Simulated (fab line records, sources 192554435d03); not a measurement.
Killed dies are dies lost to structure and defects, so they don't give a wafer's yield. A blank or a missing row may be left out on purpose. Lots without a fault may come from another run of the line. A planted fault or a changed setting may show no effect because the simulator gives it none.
A struck lot beside a sound one | flow n5_finfet | 36 steps out of a route of 1938
Sound: wafers L438.2, L438.4, L438.6. Struck: wafer L425.1. (L425.3, L425.4 of the same lot were not struck and are left out.) The cause comes at the end.
At each step with rows: each side's tool, then ch and its chambers, then its first start. Under that, the readings that differ: sound wafers | struck wafers | difference of the means | sigmas: that difference in standard deviations of wafers without a fault.
alike: readings whose means differ by less than 2 such deviations, and words and numbers that are the same on both sides. not compared: withheld readings, readings that some wafer has no value for, bounds like >300 that may hide the same value, and numbers for which the record gives no deviation and whose values overlap.
The two part at a step that has a row with sigmas, a row that says differs or no value, or rows on one side only. Numbers that don't overlap but have no deviation are shown without sigmas and don't part them. A reading that every wafer of one side lacks parts them only if that side has two wafers or more.

first, 9 steps without rows for these wafers: N5_BEOL_M7_ILD_DEP_00 (deposits SiCOH lowk from DEMS/porogen, target thk 179.75 nm, time 33.4 s); N5_BEOL_M7_CURE_74 (cures SiCOH lowk, time 240 s); N5_BEOL_M7_PECVD_70 (deposits SiO2 from TEOS/O2, target thk 20 nm, time 22.7 s); N5_BEOL_M7_HM_DEP_02 (deposits TiN, target thk 20 nm); N5_BEOL_M7_COAT_59 (time 60 s, resist thk 100 nm); N5_BEOL_M7_COAT_60 (time 60 s, resist thk 35 nm); N5_BEOL_M7_COAT_05 (resist thk 90 nm); N5_BEOL_M7_EBR_07; N5_BEOL_M7_SOFTBAKE_06 (time 60 s).
N5_BEOL_M7_EXPOSE_08: exposes mask M7.
  sound on arfi_scanner-01 ch 0, day 15 00:41; struck on arfi_scanner-01 ch 0, day 10 22:25
  alike: mask
then, 2 steps without rows for these wafers: N5_BEOL_M7_PEB_09 (peb time 60 s); N5_BEOL_M7_DEVELOP_10 (develop time 30 s).
N5_BEOL_M7_CD_MEAS_11: target cd 38.5 nm.
  sound on cd_sem-03 ch 0, day 15 00:49; struck on cd_sem-03 ch 0, day 10 22:32
  reading    | sound          | struck | difference | sigmas
  cd_nm (nm) | 38.3 38.5 38.7 | 32.5   | -6.0       | -12
then, 1 step without rows for these wafers: N5_BEOL_M7_DESCUM_16 (chemistry O2, time 7.9 s).
N5_BEOL_M7_ETCH_61: etches SiARC in CF4, target depth 45.5 nm, time 75.8 s.
  sound on rie_diel-01 ch 0,1,3, day 15 03:33; struck on rie_diel-05 ch 3, day 10 23:08
  reading                         | sound             | struck | difference | sigmas
  rf_fwd_power_W (W)              | 542.0 538.0 539.4 | 534.2  | -5.6       | -3
  model.BEOL_M7.cd_offset_nm (nm) | -0.6 0 0.6        | -5.6   | -5.6       |
  alike: drypump_motor_current_A, etch_rf_on_time_s, mfc_ar_sccm, oes_product_au, rf_vpp_V, showerhead_plenum_p_Torr, throttle_valve_pct
  not compared: rf_hours_counter_h
then, 3 steps without rows for these wafers: N5_BEOL_M7_ETCH_62 (etches SOC in N2/H2, target depth 110 nm, overetch 22 nm, time 165 s); N5_BEOL_M7_STRIP_68 (strips in N2/H2); N5_BEOL_M7_STRIP_67 (strips in CF4).
N5_BEOL_M7_HM_OPEN_17: chemistry Cl2/BCl3, target TiN, target depth 20 nm, overetch 6 nm.
  sound on rie_metal-01 ch 0,1, day 15 03:48; struck on rie_metal-02 ch 0, day 10 23:23
  reading                         | sound       | struck | difference | sigmas
  drypump_motor_current_A (A)     | 5.6 5.4 5.4 | 6.4    | +0.9       | +2
  model.BEOL_M7.cd_offset_nm (nm) | -0.6 0 0.4  | -5.8   | -5.7       |
  alike: mfc_ar_sccm, mfc_cl2_sccm, oes_product_au, rf_fwd_power_W, throttle_valve_pct
  not compared: rf_hours_counter_h
then, 1 step without rows for these wafers: N5_BEOL_M7_STRIP_19 (strips in O2).
N5_BEOL_M7_CD_MEAS_18: pitch 80 nm, target cd 40 nm.
  sound on cd_sem-02, day 15 04:07; struck on cd_sem-01, day 10 23:34
  reading    | sound          | struck | difference | sigmas
  cd_nm (nm) | 39.8 39.9 40.7 | 34.1   | -6.0       | -10
then, 13 steps without rows for these wafers: N5_BEOL_M7_COAT_63 (time 60 s, resist thk 60 nm); N5_BEOL_M7_COAT_64 (time 60 s, resist thk 12 nm); N5_BEOL_M7_COAT_71 (time 60 s, resist thk 5 nm); N5_BEOL_M7_COAT_22 (resist thk 30 nm); N5_BEOL_M7_EBR_24; N5_BEOL_M7_SOFTBAKE_23 (time 60 s); N5_BEOL_M7_EXPOSE_25 (exposes mask V6, target cd 40 nm); N5_BEOL_M7_PEB_26 (peb time 60 s); N5_BEOL_M7_DEVELOP_27 (develop time 30 s); N5_BEOL_M7_DESCUM_33 (chemistry O2, time 7 s); N5_BEOL_M7_ETCH_72 (etches underlayer in N2/H2, target depth 6.5 nm, time 5.2 s); N5_BEOL_M7_ETCH_65 (etches SiARC in CF4, target depth 15.6 nm, time 26 s); N5_BEOL_M7_ETCH_66 (etches SOC in N2/H2, target depth 80 nm, overetch 16 nm, time 120 s).
-- the record jumps here: 3 days lie between the struck wafers' starts before and after (it left off in module BEOL_M7 and takes up again in module BEOL_M15, whose first step shown is number 1830 of the route) --
N5_BEOL_M15_RC_MEAS_101:
  sound on prober-02 ch 0, day 17 22:42; struck on prober-02 ch 0, day 13 14:53
  reading                   | sound                 | struck  | difference | sigmas
  COMB_M13 (S/m)            | 2.8e-12 5.6e-12 4e-12 | 6.5e-12 | +2.4e-12   | +2
  SERP_M5 (ohm/um)          | 39.2 39.6 40.7        | 35.5    | -4.3       | -2
  SERP_M7 (ohm/um)          | 15.0 13.9 13.7        | 18.3    | +4.1       | +8
  SERP_M7_max_site (ohm/um) | 15.2 14.6 14.1        | 19.1    | +4.5       | +8
  SERP_M8 (ohm/um)          | 14.3 13.9 13.9        | 13.0    | -1.0       | -2
  alike: COMB_M10, COMB_M11, COMB_M12, COMB_M14, COMB_M15, COMB_M5, COMB_M6, COMB_M8, COMB_M9, SERP_M10, SERP_M11, SERP_M12, SERP_M13, SERP_M14, SERP_M6, SERP_M9
N5_PASSIVATION_PROBE_49:
  sound on prober-02, day 18 11:46; struck on prober-02, day 14 05:26
  reading              | sound | struck | difference | sigmas
  sort_bin_8_speed (%) | 0 0 0 | 0.08   | +0.08      | +8
  alike: defect_limited_yield, killed_at_M0_to_M3, killed_at_M4_up, killed_at_contacts, killed_at_front_end, killed_at_other, killed_dies, killed_open, killed_short, sort_bin_5_function, sort_bin_6_memory, sort_n_pass, sort_yield_pct

WHERE THEY PART
First at N5_BEOL_M7_CD_MEAS_11; last, within this record, at N5_PASSIVATION_PROBE_49.

WHY: what the simulator had put in
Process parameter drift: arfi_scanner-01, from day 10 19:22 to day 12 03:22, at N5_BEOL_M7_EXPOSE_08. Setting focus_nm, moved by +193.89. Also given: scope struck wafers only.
